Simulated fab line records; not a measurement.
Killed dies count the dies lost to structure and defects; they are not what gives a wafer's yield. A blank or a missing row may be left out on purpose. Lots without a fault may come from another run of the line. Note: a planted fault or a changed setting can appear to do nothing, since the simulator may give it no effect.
Code-filled problem report in 8D (eight disciplines) form | flow nandHarc | the parts of the form that need people (team, actions taken, sign-off) are left out

## 1. WHAT IS WRONG
At NHARC_END_SORT_01, killedAtOther averages 639.7 over 6 wafers from 2 lots, while fault-free wafers read 0.6, standard deviation 1.1. So: +99 or more standard deviations from the usual mean.
The first sign was on wafer L396.1 at day 24 19:20, on prober-02. The record has a number at this step for 12 wafers belonging to 4 lots. Rule for "out" (also "out of limits"): further than 4 standard deviations from the usual mean. Any other wafer with a number is counted as sound.

## 2. WHAT IT IS, WHAT IT ISN'T
question                    | is                                                                                                      | is not
which readings at this step | killedAtOther, defectLimitedYield, killedDies, sort_bin_2_pct, sortNPass, sortRimYieldPct, sortYieldPct | killedOpen, killedShort, sort_bin_3_pct
which lots                  | L396, L397                                                                                              | L384, L385
which wafers of those lots  | all that have a number                                                                                  | -
read on which gauges        | prober-01, prober-02                                                                                    | -
when                        | from day 24 19:20                                                                                       | up to then (6 sound wafers)

## 3. THE SUSPECTS, EACH WITH WHAT RULES IT OUT
Counting: a tool stays on the suspect list if, at a process step up to the reading, it processed all lots that are out and no sound lot following the first of them.
- the gauge at NHARC_END_SORT_01 is ruled out. The wafers that are out were read on 2 gauges (prober-01, prober-02).
- ecdCu-02 at NHARC_THIN_TSV_ECD_20 (material Cu, target thk 2000 nm): kept. It ran every lot that is out, first L396 (day 24 05:28), and no sound lot after that; its last sound lot up to then is L385 (day 22 20:20).
Remaining after the count: ecdCu-02 at NHARC_THIN_TSV_ECD_20.

## 4. THE CAUSE (what the simulator had put in)
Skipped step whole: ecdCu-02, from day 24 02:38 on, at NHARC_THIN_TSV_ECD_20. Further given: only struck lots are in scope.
Only this tool survived the counting.

## 5. THE CHAIN OF EFFECTS, in route order
Rows list readings where the struck wafers' mean (over those with a number) sits beyond 3 standard deviations from the usual. Scope: only readings with a usual standard deviation given in the record; hours: median across lots of the time from each lot's start at the first step in this table that gives one to its start at this step; sigmas: change in usual standard deviations.
hours | step              | reading            | usual  | on struck wafers | change | sigmas
0     | NHARC_END_SORT_01 | defectLimitedYield | 95.3 % | 0.0              | -95.3  | -64
0     | NHARC_END_SORT_01 | killedAtOther      | 0.6    | 639.7            | +639.1 | +99 or more
0     | NHARC_END_SORT_01 | killedDies         | 32     | 677              | +645   | +64
0     | NHARC_END_SORT_01 | sort_bin_2_pct     | 1.5 %  | 96.1             | +94.6  | +99 or more
0     | NHARC_END_SORT_01 | sortNPass          | 645    | 0                | -645   | -64
0     | NHARC_END_SORT_01 | sortRimYieldPct    | 97.3 % | 0.0              | -97.3  | -51
0     | NHARC_END_SORT_01 | sortYieldPct       | 95.3 % | 0.0              | -95.3  | -64

## 6. HOW IT WOULD HAVE BEEN CAUGHT EARLIER
The first out-of-limits reading at a measuring or inspecting step in this record came at day 24 19:20, 17 hours after the fault's start at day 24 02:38.
Each of the lots that are out, 2 in all, had begun NHARC_THIN_TSV_ECD_20 on ecdCu-02 no later than day 24 19:20. Holding the tool at that point would not have protected any of them.
